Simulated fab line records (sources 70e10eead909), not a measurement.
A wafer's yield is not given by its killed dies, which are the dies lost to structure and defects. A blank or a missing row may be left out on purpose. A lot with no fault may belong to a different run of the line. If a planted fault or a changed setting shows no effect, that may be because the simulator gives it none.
fab line records	flow nandHarc	part 1 of 2: steps 1 to 19 of 28
[record] lots = 5	wafers = 15	lastDay = 24
route steps=1159 shown A_SLIT@792 A_SIN_REMOVE@804 A_WL_FILL@809
lots that met no fault: taken from a fault-free run of the same line
startH: the number of hours between the record's first day and the start of the first shown wafer of the lot	waitH: time in hours since the lot's previous step	" repeats the value in the row above	L1.1+2: several wafers, shown together as one row	- no value present, or no start provided	* or withheld: withheld	< > ~ a bound
route shown NAME@n: names a module that has steps shown in the file, with the first one's number in the route	usual: mean and standard deviation over wafers with no fault	same: alike in all rows	chamber/n: place in a boat	sites: per-site readings	_std_site: how widely they spread, as a standard deviation	_edge_site: the outer-site mean with the inner-site mean subtracted	radiusMm: for every site, how far away it sits from the centre of the wafer	mask NAME#n: copy n	behind: the last tool/chamber to shape the wafer	hold: why the lot went on hold/how many hours it stayed there/how the hold came to an end	device: names the non-switching transistor (n, p or np)	end of line: the same wafers' tests at the end of the route	a step with no rows: only its recipe	killed: count of dies lost to structure and defects at first sort (not the wafer's yield)	map: a wafer's dies, marking killed ones x, the rest . and places with no die _
set.NAME: the setting the step ran with; set.NAME@STEP: the setting that earlier step ran with	model.NAME: the simulator's own value behind a step, which no gauge read
certain route steps with their lots: each step a table, each wafer a row
services: a tool's chamber out of use, with start hour (startH, from the record's first day; less than 0 if before it), hours out, and reason
[[steps]]
[step NHARC_A_SLIT_INSPECT_11]
[usual] rawDefectCount = 21/10
lot.wafer	tool	chamber	startH	waitH	rawDefectCount
L076.3	defectInspect-02	-	326.71	0.0	14
L076.5	"	-	"	"	15
L076.6	"	-	"	"	10
L084.1	defectInspect-02	-	378.02	0.0	13
L084.4	"	-	"	"	13
L084.6	"	-	"	"	17
L086.1	defectInspect-01	-	397.06	0.0	13
L086.4	"	-	"	"	8
L086.6	"	-	"	"	8
L089.1	defectInspect-02	-	407.65	0.0	14
L089.4	"	-	"	"	15
L089.6	"	-	"	"	12
L092.2	defectInspect-02	-	421.22	0.0	27
L092.3	"	-	"	"	46
L092.4	"	-	"	"	37
[step NHARC_A_SLIT_DESCUM_14]
[recipe] timeS = 3	o2FlowSccm = 200	arFlowSccm = 0	biasPowerW = 0	chemistry = O2
[usual] chamberPressureMTorr = 60.00/0.05	drypumpMotorCurrentA = 5.7/0.41	oesProductAu = 0.999/0.0095	rfVppV = 57.8/0.91	showerheadPlenumPTorr = 1.90/0.089	throttleValvePct = 11.310/0.0091
lot.wafer	tool	chamber	startH	waitH	chamberPressureMTorr	drypumpMotorCurrentA	oesProductAu	rfHoursCounterH	rfVppV	showerheadPlenumPTorr	throttleValvePct
L076.3	rieDiel-03	2	326.78	0.1	60.04	5.5	1.000	7	58.5	2.01	11.314
L076.6	"	1	"	"	59.92	6.1	1.018	-	56.1	1.78	11.301
L076.5	"	2	"	"	60.05	5.4	0.989	-	57.4	2.01	11.315
L084.1	rieDiel-12	3	378.09	0.1	59.98	6.1	1.007	14	57.6	1.79	11.309
L084.4	"	0	"	"	60.11	6.4	0.999	14	57.4	1.81	11.309
L084.6	"	3	"	"	60.00	6.1	0.995	-	56.1	1.79	11.330
L086.4	rieDiel-12	3	397.13	0.1	60.10	6.1	1.010	0	55.3	1.79	11.318
L086.1	"	0	"	"	60.02	6.4	0.996	0	57.2	1.81	11.297
L086.6	"	3	"	"	59.98	6.1	1.008	-	57.6	1.79	11.307
L089.4	rieDiel-03	3	407.72	0.1	59.99	5.6	1.002	0	58.2	2.00	11.310
L089.1	"	1	"	"	60.02	6.0	0.990	0	55.4	1.78	11.302
L089.6	"	2	"	"	60.07	5.4	1.011	-	58.0	2.01	11.293
L092.4	rieDiel-11	2	421.28	0.1	60.07	5.0	1.002	2	57.8	1.93	11.307
L092.2	"	0	"	"	59.98	5.7	1.009	3	56.2	1.82	11.321
L092.3	"	1	"	"	59.94	5.3	0.987	3	58.1	1.95	11.307
[step NHARC_A_SLIT_ETCH_24]
[recipe] targetDepthA = 1210	timeS = 60.5	cf4FlowSccm = 100	chf3FlowSccm = 30	arFlowSccm = 0	rfW = 500	biasW = 200	chemistry = CF4/CHF3
[usual] chamberPressureMTorr = 25.000/0.021	drypumpMotorCurrentA = 5.8/0.4	oesProductAu = 0.961/0.017	rfVppV = 369.9/2.5	showerheadPlenumPTorr = 1.55/0.071	throttleValvePct = 16.804/0.0095
lot.wafer	tool	chamber	startH	waitH	chamberPressureMTorr	drypumpMotorCurrentA	oesProductAu	rfHoursCounterH	rfVppV	showerheadPlenumPTorr	throttleValvePct
L076.3	rieDiel-03	0	326.86	0.1	25.011	5.1	0.968	7	368.7	1.52	16.794
L076.5	"	3	"	"	25.029	5.6	0.968	-	373.0	1.64	16.790
L076.6	"	0	"	"	25.033	5.1	0.961	-	368.4	1.52	16.796
L084.1	rieDiel-12	0	378.17	0.1	25.015	6.4	0.977	14	367.6	1.49	16.807
L084.4	"	2	"	"	25.008	5.9	0.946	12	373.1	1.60	16.804
L084.6	"	3	"	"	24.978	6.1	0.969	-	366.8	1.48	16.811
L086.1	rieDiel-12	0	397.21	0.1	24.949	6.4	0.977	0	369.6	1.49	16.809
L086.4	"	2	"	"	25.011	6.0	0.953	0	372.2	1.60	16.793
L086.6	"	3	"	"	25.008	6.1	0.968	-	367.0	1.48	16.810
L089.4	rieDiel-03	2	407.80	0.1	25.009	5.4	0.962	0	372.9	1.65	16.796
L089.1	"	0	"	"	25.029	5.1	0.983	0	367.8	1.52	16.803
L089.6	"	2	"	"	25.009	5.4	0.958	-	373.9	1.65	16.819
L092.3	rieDiel-11	3	421.38	0.1	25.019	5.6	0.951	2	368.8	1.52	16.802
L092.4	"	0	"	"	24.991	5.7	0.978	3	370.1	1.50	16.793
L092.2	"	1	"	"	25.003	5.3	0.972	3	372.3	1.60	16.831
[step NHARC_A_SLIT_ETCH_15]
[recipe] targetDepthA = 32000	overEtchFrac = 0.3	timeS = 832	ionEnergyEv = 150	o2FlowSccm = 400	cosFlowSccm = 20	arFlowSccm = 0	rfW = 500	biasW = 300	chemistry = O2/COS
[usual] chamberPressureMTorr = 20.002/0.019	cosFlowSccm = 20.00/0.06	drypumpMotorCurrentA = 5.7/0.41	oesProductAu = 0.999/0.0085	rfVppV = 313.7/2.1	showerheadPlenumPTorr = 3.09/0.14	throttleValvePct = 28.329/0.0085
lot.wafer	tool	chamber	startH	waitH	chamberPressureMTorr	cosFlowSccm	drypumpMotorCurrentA	oesProductAu	rfHoursCounterH	rfVppV	showerheadPlenumPTorr	throttleValvePct
L076.3	rieDiel-03	2	-	-	20.028	19.98	5.4	1.001	7	316.6	3.27	28.318
L076.5	"	3	"	"	19.989	20.00	5.6	0.982	-	314.9	3.26	28.323
L076.6	"	0	"	"	20.003	20.06	5.1	0.991	-	313.7	3.02	28.324
L084.4	rieDiel-12	3	-	-	19.999	19.97	6.1	1.008	14	310.8	2.93	28.326
L084.1	"	2	"	"	20.005	19.92	6.0	0.992	12	314.0	3.18	28.350
L084.6	"	0	"	"	20.015	20.03	6.4	1.007	-	311.6	2.96	28.340
L086.1	rieDiel-12	0	-	-	20.005	20.00	6.4	0.993	0	310.7	2.96	28.332
L086.4	"	1	"	"	20.010	19.91	5.9	0.988	0	316.5	3.26	28.334
L086.6	"	2	"	"	19.979	20.12	6.0	0.989	-	315.6	3.18	28.322
L089.1	rieDiel-03	1	-	-	19.992	20.03	6.0	0.989	0	310.9	2.91	28.332
L089.4	"	0	"	"	19.995	19.93	5.1	0.992	0	314.0	3.01	28.329
L089.6	"	1	"	"	19.956	19.95	6.1	0.994	-	312.0	2.92	28.324
L092.4	rieDiel-11	1	-	-	19.984	20.04	5.4	0.992	3	314.8	3.17	28.329
L092.2	"	3	"	"	20.012	19.91	5.7	0.993	3	312.4	3.02	28.323
L092.3	"	0	"	"	20.013	19.99	5.7	0.997	3	312.2	2.97	28.322
[step NHARC_A_SLIT_ETCH_17]
[recipe] biasV = 900	sourceW = withheld	pressureMtorr = 20	arFlowSccm = 375	c4f8FlowSccm = 83.3	o2FlowSccm = 41.7	timeS = 1687.5	targetDepthA = 1.01e+05	chemistry = C4F8/O2/Ar
[usual] chamberPressureMTorr = 20.000/0.017	drypumpMotorCurrentA = 5.6/0.39	heBacksideLeakSccm = 5.6/0.35	showerheadPlenumPTorr = 3.70/0.11	throttleValvePct = 32.046/0.0089
lot.wafer	tool	chamber	startH	waitH	chamberPressureMTorr	drypumpMotorCurrentA	heBacksideLeakSccm	rfHoursCounterH	showerheadPlenumPTorr	throttleValvePct
L076.3	harEtch-02	1	328.89	-	19.995	5.4	5.8	-	3.60	32.035
L076.5	"	1	"	"	19.980	5.4	5.9	-	3.60	32.049
L076.6	"	0	"	"	19.995	5.9	5.6	-	3.84	32.040
L084.1	harEtch-02	1	383.85	-	19.991	5.4	5.8	204	3.59	32.043
L084.4	"	0	"	"	20.007	5.9	6.0	-	3.82	32.037
L084.6	"	0	"	"	20.019	5.9	5.8	-	3.82	32.041
L086.1	harEtch-02	1	398.13	-	19.969	5.4	5.7	210	3.59	32.049
L086.4	"	0	"	"	19.979	5.9	6.0	-	3.82	32.047
L086.6	"	1	"	"	19.992	5.4	5.7	-	3.59	32.053
L089.1	harEtch-01	0	408.48	-	20.006	6.0	5.4	39	3.78	32.055
L089.4	"	1	"	"	19.988	4.9	5.2	-	3.62	32.045
L089.6	"	0	"	"	19.986	6.1	5.2	-	3.78	32.061
L092.2	harEtch-02	1	422.95	-	20.003	5.4	5.7	223	3.58	32.048
L092.3	"	0	"	"	19.997	5.9	5.7	-	3.81	32.041
L092.4	"	1	"	"	20.002	5.4	5.7	-	3.58	32.045
[step NHARC_A_SLIT_ETCH_26]
[recipe] biasV = 400	sourceW = 2000	pressureMtorr = 25	timeS = 90	arFlowSccm = 375	c4f8FlowSccm = 41.7	o2FlowSccm = 83.3	targetDepthA = 4000	chemistry = C4F8/O2/Ar
[usual] chamberPressureMTorr = 25.000/0.022	drypumpMotorCurrentA = 5.6/0.39	heBacksideLeakSccm = 5.6/0.63	showerheadPlenumPTorr = 3.74/0.11	throttleValvePct = 27.620/0.0088
lot.wafer	tool	chamber	startH	waitH	chamberPressureMTorr	drypumpMotorCurrentA	heBacksideLeakSccm	rfHoursCounterH	showerheadPlenumPTorr	throttleValvePct
L076.3	harEtch-02	1	329.96	0.8	24.971	5.4	5.9	-	3.63	27.613
L076.5	"	1	"	"	25.001	5.4	5.9	-	3.63	27.617
L076.6	"	0	"	"	25.010	5.9	5.6	-	3.87	27.638
L084.1	harEtch-02	1	385.13	1.0	25.006	5.4	5.8	206	3.62	27.625
L084.4	"	0	"	"	24.989	5.9	5.7	-	3.86	27.619
L084.6	"	0	"	"	24.975	5.9	5.6	-	3.86	27.600
L086.1	harEtch-02	1	399.41	1.0	24.987	5.4	5.6	212	3.62	27.632
L086.4	"	0	"	"	25.001	5.9	5.7	-	3.86	27.615
L086.6	"	1	"	"	25.019	5.4	5.9	-	3.62	27.632
L089.1	harEtch-01	0	409.95	1.2	24.988	6.0	5.3	40	3.81	27.630
L089.4	"	1	"	"	25.002	4.9	4.7	-	3.65	27.619
L089.6	"	0	"	"	25.005	6.1	5.4	-	3.81	27.620
L092.2	harEtch-02	1	424.17	1.0	24.997	5.4	5.6	224	3.61	27.610
L092.3	"	0	"	"	24.992	5.9	6.0	-	3.85	27.634
L092.4	"	1	"	"	25.001	5.4	5.5	-	3.61	27.626
[step NHARC_A_SLIT_STRIP_28]
[recipe] o2FlowSccm = 400	cosFlowSccm = 20	arFlowSccm = 0	biasW = 0	chemistry = O2/COS
lot.wafer	tool	chamber	startH	waitH
L076.3+5+6	rieDiel-12	1,1,2	330.41	0.4
L084.1+4+6	rieDiel-11	0,2,3	385.62	0.5
L086.4+1+6	rieDiel-12	3,1,3	399.90	0.4
L089.4+1+6	rieDiel-11	2,3,0	410.49	0.4
L092.2+3+4	rieDiel-03	2,0,2	424.66	0.5
[step NHARC_A_SLIT_ETCH_29]
[recipe] targetDepthA = 1000	overetchA = 100	timeS = 55	ionEnergyEv = 100	cf4FlowSccm = 80	o2FlowSccm = 20	arFlowSccm = 0	rfW = 300	biasW = 100	chemistry = CF4/O2
[usual] chamberPressureMTorr = 30.003/0.029	drypumpMotorCurrentA = 5.6/0.42	oes_f_703_au = 1.000/0.0044	oesProductAu = 1.000/0.0089	rfVppV = 197.4/1.3	showerheadPlenumPTorr = 1.31/0.052	throttleValvePct = 13.397/0.0095
lot.wafer	tool	chamber	startH	waitH	chamberPressureMTorr	drypumpMotorCurrentA	oes_f_703_au	oesProductAu	rfHoursCounterH	rfVppV	showerheadPlenumPTorr	throttleValvePct
L076.3	rieDiel-12	2	330.52	0.1	30.033	6.0	1.007	0.991	9	198.4	1.36	13.403
L076.5	"	0	"	"	29.953	6.4	1.001	1.010	-	196.8	1.27	13.401
L076.6	"	1	"	"	30.032	5.9	0.997	1.012	-	197.5	1.40	13.400
L084.4	rieDiel-11	2	385.72	0.1	30.031	5.0	0.996	0.999	0	198.4	1.34	13.385
L084.1	"	3	"	"	29.955	5.6	1.002	1.002	0	198.2	1.29	13.395
L084.6	"	0	"	"	30.039	5.7	0.994	0.997	-	196.9	1.27	13.396
L086.1	rieDiel-12	2	400.00	0.1	29.925	6.0	1.000	0.987	1	196.9	1.36	13.397
L086.4	"	3	"	"	30.001	6.1	1.006	1.013	1	196.4	1.25	13.392
L086.6	"	0	"	"	29.986	6.4	1.006	0.995	-	197.0	1.26	13.392
L089.4	rieDiel-11	1	410.57	0.1	30.044	5.3	0.997	0.989	2	199.4	1.36	13.402
L089.1	"	2	"	"	30.012	5.0	0.997	0.996	2	197.7	1.34	13.385
L089.6	"	1	"	"	30.007	5.3	0.994	0.998	-	197.8	1.36	13.383
L092.3	rieDiel-03	0	424.77	0.1	30.016	5.1	1.005	1.002	1	195.9	1.29	13.396
L092.2	"	1	"	"	30.015	6.0	1.002	1.009	2	195.4	1.24	13.384
L092.4	"	2	"	"	30.020	5.4	1.000	1.004	-	200.5	1.40	13.398
[step NHARC_A_SLIT_STRIP_18]
[recipe] o2FlowSccm = 500	arFlowSccm = 0	biasW = 0	chemistry = O2
[usual] chamberPressureMTorr = 59.99/0.057	drypumpMotorCurrentA = 5.6/0.4	oesProductAu = 0.997/0.0084	rfVppV = 57.8/0.81	showerheadPlenumPTorr = 3.48/0.13	throttleValvePct = 17.036/0.009
lot.wafer	tool	chamber	startH	waitH	chamberPressureMTorr	drypumpMotorCurrentA	oesProductAu	rfHoursCounterH	rfVppV	showerheadPlenumPTorr	throttleValvePct
L076.3	rieDiel-12	0	-	-	59.98	6.4	1.003	10	57.9	3.35	17.033
L076.6	"	1	"	"	59.92	6.0	0.997	-	58.6	3.69	17.031
L076.5	"	2	"	"	60.04	5.9	0.985	-	57.6	3.59	17.046
L084.1	rieDiel-11	1	-	-	60.02	5.4	0.984	0	55.8	3.58	17.030
L084.4	"	2	"	"	59.92	5.0	0.994	0	57.5	3.55	17.034
L084.6	"	0	"	"	60.01	5.7	1.002	-	58.4	3.36	17.041
L086.1	rieDiel-12	2	-	-	60.02	6.0	0.994	1	58.5	3.59	17.035
L086.4	"	3	"	"	59.96	6.1	1.009	1	59.3	3.32	17.044
L086.6	"	1	"	"	60.01	5.9	1.003	-	59.0	3.68	17.042
L089.1	rieDiel-11	0	-	-	60.02	5.7	1.010	2	58.7	3.36	17.035
L089.4	"	1	"	"	60.00	5.3	0.992	2	57.7	3.58	17.038
L089.6	"	0	"	"	59.98	5.7	1.002	-	57.1	3.36	17.033
L092.2	rieDiel-03	2	-	-	59.92	5.5	0.998	2	57.5	3.69	17.022
L092.3	"	0	"	"	59.97	5.1	1.002	2	59.3	3.41	17.027
L092.4	"	0	"	"	60.14	5.1	0.998	-	56.6	3.41	17.031
[step NHARC_A_SLIT_PRECLEAN_19]
[recipe] timeS = *	tempC = 50	bathAgeMin = 0	chemistry = SC1
[same] bathAgeMin = 0
lot.wafer	tool	chamber	startH	waitH
L076.5+3+6	wetBench-06	0,4,5	330.90	-
L084.1+6+4	wetBench-03	4,5,6	386.12	-
L086.1+6+4	wetBench-07	1,2,4	400.39	-
L089.4+6+1	wetBench-06	0,1,3	410.96	-
L092.4+3+2	wetBench-06	7,0,1	425.25	-
[step NHARC_A_SLIT_SRD_20]
lot.wafer	tool	chamber	startH	waitH
L076.5+3+6	wetBench-06	0,4,5	-	-
L084.1+6+4	wetBench-03	4,5,6	-	-
L086.1+6+4	wetBench-07	1,2,4	-	-
L089.4+6+1	wetBench-06	0,1,3	-	-
L092.4+3+2	wetBench-06	7,0,1	-	-
[step NHARC_A_SLIT_CD_MEAS_21]
[usual] cdNm = 289.7/0.8
lot.wafer	tool	chamber	startH	waitH	cdNm
L076.3	cdSem-03	-	331.05	-	289.3
L076.5	"	-	"	"	289.2
L076.6	"	-	"	"	291.3
L084.1	cdSem-01	-	386.24	-	289.8
L084.4	"	-	"	"	290.5
L084.6	"	-	"	"	288.7
L086.1	cdSem-03	-	400.53	-	290.8
L086.4	"	-	"	"	291.4
L086.6	"	-	"	"	291.0
L089.1	cdSem-01	-	411.11	-	289.8
L089.4	"	-	"	"	289.9
L089.6	"	-	"	"	289.9
L092.2	cdSem-01	-	425.38	-	289.7
L092.3	"	-	"	"	288.5
L092.4	"	-	"	"	288.0
[step NHARC_A_SIN_REMOVE_WET_00]
[recipe] tempC = 160	timeS = 15300	chemistry = H3PO4
lot.wafer	tool	chamber	startH	waitH
L076.3+5+6	wetH3po4-01	1	333.54	2.5
L084.1+4+6	wetH3po4-01	0	388.98	2.7
L086.1+4+6	wetH3po4-02	1	403.26	2.7
L089.1+4+6	wetH3po4-01	1	413.66	2.5
L092.2+3+4	wetH3po4-01	1	428.11	2.7
[step NHARC_A_SIN_REMOVE_PRECLEAN_01]
[recipe] timeS = *	tempC = 50	bathAgeMin = 0	chemistry = SC1
[same] bathAgeMin = 0
lot.wafer	tool	chamber	startH	waitH
L076.3+5+6	wetBench-02	2,3,6	338.33	0.0
L084.1+4+6	wetBench-09	6,7,0	393.79	0.0
L086.6+1+4	wetBench-09	5,6,0	408.05	0.0
L089.1+4+6	wetBench-09	1,4,6	418.40	0.0
L092.2+4+3	wetBench-09	6,7,0	432.92	0.0
[step NHARC_A_SIN_REMOVE_SRD_02]
lot.wafer	tool	chamber	startH	waitH
L076.3+5+6	wetBench-02	2,3,6	-	-
L084.1+4+6	wetBench-09	6,7,0	-	-
L086.6+1+4	wetBench-09	5,6,0	-	-
L089.1+4+6	wetBench-09	1,4,6	-	-
L092.2+4+3	wetBench-09	6,7,0	-	-
[step NHARC_A_SIN_REMOVE_INSPECT_04]
[usual] rawDefectCount = 315/79
lot.wafer	tool	chamber	startH	waitH	rawDefectCount
L076.3	defectInspect-02	-	338.53	0.0	295
L076.5	"	-	"	"	276
L076.6	"	-	"	"	337
L084.1	defectInspect-02	-	393.97	0.0	541
L084.4	"	-	"	"	321
L084.6	"	-	"	"	451
L086.1	defectInspect-02	-	408.23	0.0	290
L086.4	"	-	"	"	358
L086.6	"	-	"	"	218
L089.1	defectInspect-01	-	418.59	0.0	302
L089.4	"	-	"	"	286
L089.6	"	-	"	"	373
L092.2	defectInspect-01	-	433.10	0.0	269
L092.3	"	-	"	"	227
L092.4	"	-	"	"	292
[step NHARC_A_WL_FILL_ALD_00]
[recipe] targetThkA = 30	pulseTimeS = 3	aldCycles = 30	tempC = 300	material = Al2O3
[usual] heaterPowerW = 450/71	precursorPulseHeightRel = 1.000/0.019
lot.wafer	tool	chamber	startH	waitH	heaterPowerW	precursorPulseHeightRel
L076.3	aldHk-02	3	338.96	0.4	339	0.989
L076.6	"	1	"	"	445	0.992
L076.5	"	2	"	"	496	0.985
L084.4	aldHk-01	2	396.24	2.3	417	1.037
L084.1	"	0	"	"	486	1.003
L084.6	"	2	"	"	420	0.987
L086.1	aldHk-03	1	409.37	1.1	438	1.050
L086.4	"	2	"	"	575	0.993
L086.6	"	1	"	"	428	0.991
L089.4	aldHk-02	0	418.76	0.2	447	1.022
L089.1	"	1	"	"	420	1.007
L089.6	"	2	"	"	500	1.011
L092.4	aldHk-03	1	433.20	0.1	437	0.986
L092.3	"	2	"	"	579	0.975
L092.2	"	3	"	"	521	1.000
[step NHARC_A_WL_FILL_RTA_01]
[recipe] tempC = 1000	timeS = 5
[usual] lampPowerPct = 28.0/0.9	lamp_zone_5_pct = 28.0/0.9	wafer_temp_C_max = 1005.1/1.5
lot.wafer	tool	chamber	startH	waitH	lampPowerPct	lamp_zone_5_pct	wafer_temp_C_max
L076.3	rtpAnneal-01	0	339.22	-	28.7	28.8	1003.7
L076.5	"	0	"	"	28.7	28.7	1003.9
L076.6	"	0	"	"	28.7	28.7	1003.5
L084.1	rtpAnneal-01	0	396.69	0.3	28.7	28.7	1006.0
L084.4	"	0	"	"	28.7	28.8	1004.1
L084.6	"	0	"	"	28.7	28.7	1004.7
L086.1	rtpAnneal-02	0	409.66	-	26.9	26.9	1006.5
L086.4	"	0	"	"	26.9	26.9	1008.2
L086.6	"	0	"	"	26.9	26.9	1009.6
L089.1	rtpAnneal-02	0	419.09	0.2	26.9	26.9	1006.1
L089.4	"	0	"	"	27.0	26.9	1005.9
L089.6	"	0	"	"	26.9	26.9	1006.1
L092.2	rtpAnneal-02	0	433.56	-	26.9	26.8	1008.0
L092.3	"	0	"	"	26.9	26.9	1005.2
L092.4	"	0	"	"	26.9	26.9	1005.8
[step NHARC_A_WL_FILL_ALD_02]
[recipe] targetThkA = 20	pulseTimeS = 3	aldCycles = 100	tempC = 450	material = TiN
[usual] heaterPowerW = 1103/110	precursorPulseHeightRel = 1.001/0.018
lot.wafer	tool	chamber	startH	waitH	heaterPowerW	precursorPulseHeightRel
L076.3	aldMetal-02	2	339.49	0.2	970	0.997
L076.5	"	3	"	"	1113	1.029
L076.6	"	0	"	"	1006	0.970
L084.4	aldMetal-03	2	396.95	0.1	1175	1.001
L084.1	"	0	"	"	1288	1.005
L084.6	"	1	"	"	1071	0.954
L086.1	aldMetal-02	2	409.87	0.2	1025	0.972
L086.6	"	2	"	"	1016	0.980
L086.4	"	3	"	"	1089	0.980
L089.4	aldMetal-02	3	419.31	0.1	1039	1.023
L089.1	"	2	"	"	997	1.013
L089.6	"	3	"	"	1081	1.040
L092.2	aldMetal-04	0	433.74	0.2	840	0.995
L092.3	"	1	"	"	1169	1.010
L092.4	"	2	"	"	1163	1.034
